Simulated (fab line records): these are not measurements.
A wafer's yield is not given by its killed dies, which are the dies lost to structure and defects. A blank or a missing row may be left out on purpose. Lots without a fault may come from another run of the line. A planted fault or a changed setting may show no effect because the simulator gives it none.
A lot that was struck, set against a sound lot || flow n5 finfet || 33 out of 1938 route steps
Sound: the wafers L352.3, L352.5, L352.6. Wafers L341.2, L341.5, L341.6 were the ones struck. The cause comes at the end.
For every step that has rows: the tool of each side, followed by ch and its chambers, followed by its first start. Under that, the readings that differ: sound wafers || struck wafers || difference of the means || sigmas: that difference in standard deviations of wafers without a fault.
alike: same words and numbers on both sides, and readings whose means sit less than 2 such deviations apart. not compared: any withheld reading, any reading some wafer has no value for, any bound like >300 that may hide the same value, and any number with overlapping values for which the record gives no deviation.
Wherever a step has rows on one side only, a row that says differs or no value, or a row with sigmas, the two part there. Numbers that have no deviation but don't overlap get no sigmas and don't part them. A reading missing from all wafers of one side parts the sides only when that side holds two or more wafers.

first, 2 steps without rows for these wafers: N5_BEOL_M9_ECD_50 (material Cu, target thk 318 nm); N5_BEOL_M9_ANNEAL_51 (time 90 s).
N5_BEOL_M9_CMP_52: polishes, stops on SiCOH lowk, t overpolish 7 s, target thk 140 nm.
  sound on cmp-01 ch 0,3, day 14 15:48; struck on cmp-01 ch 0,2,3, day 11 05:30
  alike: barrier field endpoint s, head pressure psi, motor current A, overpolish run s, time to endpoint s
N5_BEOL_M9_THK_MEAS_53: measures by xrf.
  sound on film metro-02 at day 14 16:04; struck on film metro-01 at day 11 05:43
  alike: M9_THK
then, 2 steps without rows for these wafers: N5_BEOL_M9_PRE_CLEAN_55 (time 15 s); N5_BEOL_M9_DEP_56 (deposits SiCN from 3MS/NH3, target thk 15 nm, time 26.5 s).
N5_BEOL_M9_RS_MEAS_57: a four-point-probe measurement.
  sound on film metro-02 at day 14 16:11; struck on film metro-02 at day 11 05:51
  alike: M9_RS
N5_BEOL_M9_INSPECT_58: inspects for defects (darkfield).
  sound on defect inspect-02 at day 14 16:13; struck on defect inspect-01 at day 11 05:53
{"reading": "raw defect count", "sound": "45 50 47", "struck": "86 117 104", "difference": "+55", "sigmas": "+2"}
N5_BEOL_M10_ILD_DEP_00: deposits SiCOH lowk from DEMS/porogen, target thk 308.51 nm, time 58 s.
  sound on pecvd-04 ch 0,1,2, day 14 16:15; struck on pecvd-04 ch 0,1,2, day 11 05:55
  alike: chamber pressure Torr, heater power outer w, heater power w, showerhead plenum p Torr, throttle valve pct
then, 1 step without rows for these wafers: N5_BEOL_M10_CURE_71 (cures SiCOH lowk, time 240 s).
N5_BEOL_M10_THK_MEAS_01:
  sound on film metro-02 at day 14 16:52; struck on film metro-01 at day 11 06:31
  alike: M10_ILD_THK
then, 1 step without rows for these wafers: N5_BEOL_M10_PECVD_70 (deposits SiO2 from TEOS/O2, target thk 20 nm, time 22.7 s).
N5_BEOL_M10_HM_DEP_02: deposits TiN, target thk 20 nm.
  sound on pvd sputter-03 at day 14 19:31; struck on pvd sputter-01 at day 11 08:11
  no value came back on the struck wafers for chamber pressure pa (Pa), substrate temp c (C), throttle valve pct (%); on the sound wafers chamber pressure pa (Pa) reads 0.5005 0.5010 0.4998
then, 8 steps without rows for these wafers: N5_BEOL_M10_COAT_59 (time 60 s, resist thk 100 nm); N5_BEOL_M10_COAT_60 (time 60 s, resist thk 30 nm); N5_BEOL_M10_COAT_05 (resist thk 90 nm); N5_BEOL_M10_EBR_07; N5_BEOL_M10_SOFTBAKE_06 (time 60 s); N5_BEOL_M10_EXPOSE_08 (exposes mask M10); N5_BEOL_M10_PEB_09 (peb time 60 s); N5_BEOL_M10_DEVELOP_10 (develop time 30 s).
N5_BEOL_M10_CD_MEAS_11: target cd 64.1 nm.
  sound on cd sem-01 ch 0, day 14 20:01; struck on cd sem-01 ch 0, day 11 08:41
  alike: cd nm
N5_BEOL_M10_OVL_MEAS_12:
  sound on overlay-02 ch 0, day 14 20:03; struck on overlay-01 ch 0, day 11 08:43
  alike: M10_OVL
N5_BEOL_M10_INSPECT_13: inspects for defects (brightfield).
  sound on defect inspect-02 at day 14 20:05; struck on defect inspect-02 at day 11 08:44
  alike: raw defect count
N5_BEOL_M10_DESCUM_16: chemistry O2, time 7.9 s.
  sound on rie diel-01 ch 0,1, day 14 20:07; struck on rie diel-02 ch 1,2,3, day 11 08:47
  alike: drypump motor current A, oes product au, rf vpp V, showerhead plenum p Torr, throttle valve pct
  not compared: rf hours counter h
then, 1 step without rows for these wafers: N5_BEOL_M10_ETCH_61 (etches SiARC in CF4, target depth 39 nm, time 65 s).
N5_BEOL_M10_ETCH_62: etches SOC in N2/H2, target depth 110 nm, overetch 22 nm, time 165 s.
  sound on rie diel-01 ch 0,1, day 14 20:11; struck on rie diel-02 ch 1,2,3, day 11 08:52
  alike: bias w, drypump motor current A, n2 flow sccm, oes product au, rf vpp V, showerhead plenum p Torr, throttle valve pct
  not compared: rf hours counter h
then, 1 step without rows for these wafers: N5_BEOL_M10_STRIP_68 (strips in N2/H2).
N5_BEOL_M10_STRIP_67: strips in CF4.
  sound on rie diel-01 ch 0,1, day 14 20:20; struck on rie diel-02 ch 1,2,3, day 11 09:01
  alike: drypump motor current A, oes product au, rf vpp V, showerhead plenum p Torr, throttle valve pct
  not compared: rf hours counter h
N5_BEOL_M10_HM_OPEN_17: chemistry Cl2/BCl3, target TiN, target depth 20 nm, overetch 6 nm.
  sound on rie metal-03 ch 0,1, day 14 20:25; struck on rie metal-01 ch 0,1, day 11 09:03
{"reading": "oes product au (a.u.)", "sound": "0.75 0.74 0.63", "struck": "0.29 0.28 0.25", "difference": -0.43, "sigmas": -5}
{"reading": "throttle valve pct (%)", "sound": "21.71 21.70 22.31", "struck": "23.25 23.26 22.64", "difference": "+1.14", "sigmas": "+4"}
{"reading": "model.etch.depth nm (nm)", "sound": "20.09 19.94 19.89", "struck": "0 0 0", "difference": -20, "sigmas": ""}
  alike: bias w, drypump motor current A, oes_ar_750_au
  not compared: rf hours counter h
then, 1 step without rows for these wafers: N5_BEOL_M10_STRIP_19 (strips in O2).
N5_BEOL_M10_CD_MEAS_18: pitch 140 nm, target cd 70 nm.
  sound on cd sem-03 at day 14 20:34; struck on cd sem-01 at day 11 09:14
{"reading": "cd nm (nm)", "sound": "70.9 69.9 70.8", "struck": "- - -", "difference": "no value on the struck wafers", "sigmas": ""}
then, 1 step without rows for these wafers: N5_BEOL_M10_COAT_63 (time 60 s, resist thk 100 nm).

## WHERE THEY PART
Earliest at N5_BEOL_M9_INSPECT_58; latest, in this record, at N5_BEOL_M10_CD_MEAS_18.

WHY: whatever the simulator had introduced
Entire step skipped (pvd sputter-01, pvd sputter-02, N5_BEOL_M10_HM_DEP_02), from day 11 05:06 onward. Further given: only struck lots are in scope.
